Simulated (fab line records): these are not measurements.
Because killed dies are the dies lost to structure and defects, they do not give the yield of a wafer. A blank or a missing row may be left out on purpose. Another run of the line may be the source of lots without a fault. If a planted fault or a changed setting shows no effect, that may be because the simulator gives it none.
Chamber matching / flow nand_harc / NHARC_A_STAIRCASE_DESCUM_291 on rie_diel-09: 4 sister chambers
The step chemistry O2, time 3 s. 8 wafers are shown with their chamber, then 7 later ones without.

WAFERS PAIRED WITH THEIR CHAMBERS
wafer=L077.4; chamber=1; showerhead_plenum_p_Torr (Torr)=1.83; oes_product_au (a.u.)=0.993
wafer=L076.2; chamber=2; showerhead_plenum_p_Torr (Torr)=1.92; oes_product_au (a.u.)=0.985
wafer=L076.6; chamber=0; showerhead_plenum_p_Torr (Torr)=1.82; oes_product_au (a.u.)=0.995
wafer=L079.2; chamber=2; showerhead_plenum_p_Torr (Torr)=1.92; oes_product_au (a.u.)=0.988
wafer=L079.3; chamber=0; showerhead_plenum_p_Torr (Torr)=1.82; oes_product_au (a.u.)=0.988
wafer=L079.5; chamber=3; showerhead_plenum_p_Torr (Torr)=1.96; oes_product_au (a.u.)=0.989
wafer=L081.1; chamber=1; showerhead_plenum_p_Torr (Torr)=1.82; oes_product_au (a.u.)=0.991
wafer=L081.3; chamber=3; showerhead_plenum_p_Torr (Torr)=1.95; oes_product_au (a.u.)=0.993

WAFERS WITHOUT THEIR CHAMBER
wafer=L081.5; showerhead_plenum_p_Torr (Torr)=1.81; oes_product_au (a.u.)=1.006
wafer=L093.2; showerhead_plenum_p_Torr (Torr)=1.90; oes_product_au (a.u.)=1.001
wafer=L093.3; showerhead_plenum_p_Torr (Torr)=1.94; oes_product_au (a.u.)=1.006
wafer=L093.4; showerhead_plenum_p_Torr (Torr)=1.81; oes_product_au (a.u.)=1.000
wafer=L097.1; showerhead_plenum_p_Torr (Torr)=1.80; oes_product_au (a.u.)=1.012
wafer=L097.2; showerhead_plenum_p_Torr (Torr)=1.93; oes_product_au (a.u.)=0.995
wafer=L097.5; showerhead_plenum_p_Torr (Torr)=1.80; oes_product_au (a.u.)=0.999

WHICH CHAMBER EACH ONE RAN IN
wafer=L081.5; from the rows above=can't be placed: 0 or 1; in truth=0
wafer=L093.2; from the rows above=2; in truth=2
wafer=L093.3; from the rows above=can't be placed: 3 or 2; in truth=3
wafer=L093.4; from the rows above=can't be placed: 0 or 1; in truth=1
wafer=L097.1; from the rows above=can't be placed: 0 or 1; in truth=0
wafer=L097.2; from the rows above=can't be placed: 2 or 3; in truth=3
wafer=L097.5; from the rows above=can't be placed: 0 or 1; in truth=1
Correct placement for 1 of the 7. Not placeable from these rows: 6 (in 6, the candidates include the true chamber). Number placed wrongly: 0.
How it was worked out, from the rows above alone: a wafer's distance from a chamber is the root of the sum, over the readings, of the square of ((its reading less the chamber's mean) divided by the reading's scatter). The wafer belongs to the nearest chamber; if the next one is less than 2 further off, it can't be placed. A chamber's mean is the mean of its shown wafers. The scatter: the root of (the sum of the squares of (reading less its chamber's mean) over the shown wafers, divided by (wafers less chambers)).
